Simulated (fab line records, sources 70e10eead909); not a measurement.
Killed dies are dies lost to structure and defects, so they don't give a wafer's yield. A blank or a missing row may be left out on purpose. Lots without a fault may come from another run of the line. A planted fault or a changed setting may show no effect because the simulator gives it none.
Chamber matching | flow nand_harc | NHARC_A_M1_DEP_33 on pecvd-02: 3 sister chambers
The step deposits SiCN, target thk 30 nm. 3 wafers are shown with their chamber, then 12 later ones without.

WAFERS WITH THEIR CHAMBER
wafer  | chamber | heater_power_w (W)
L086.4 | 2       | 487
L087.4 | 1       | 514
L087.6 | 0       | 636

WAFERS WITHOUT THEIR CHAMBER
wafer  | heater_power_w (W)
L092.2 | 630
L092.4 | 632
L092.5 | 535
L093.1 | 478
L093.2 | 535
L093.5 | 603
L095.4 | 532
L095.5 | 582
L095.6 | 535
L097.1 | 620
L097.3 | 515
L097.5 | 623

WHICH CHAMBER EACH WENT THROUGH
wafer  | from the rows above          | in truth
L092.2 | 0                            | 0
L092.4 | 0                            | 0
L092.5 | can't be placed: 1 or 2      | 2
L093.1 | can't be placed: 2 or 1      | 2
L093.2 | can't be placed: 1 or 2      | 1
L093.5 | 0                            | 0
L095.4 | can't be placed: 1 or 2      | 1
L095.5 | can't be placed: 0 or 1 or 2 | 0
L095.6 | can't be placed: 1 or 2      | 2
L097.1 | 0                            | 0
L097.3 | can't be placed: 1 or 2      | 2
L097.5 | 0                            | 0
Placed correctly: 5 of 12. Can't be placed from these rows: 7 (the true chamber is among the candidates in 7). Placed wrongly: 0.
How it was worked out, from the rows above alone: a wafer's distance from a chamber is the root of the sum, over the readings, of the square of ((its reading less the chamber's mean) divided by the reading's scatter). The wafer belongs to the nearest chamber; if the next one is less than 2 further off, it can't be placed. A chamber's mean is the mean of its shown wafers. The scatter: with one shown wafer a chamber, the root of the mean of the squares of how far each hidden wafer lies from its nearest shown one.
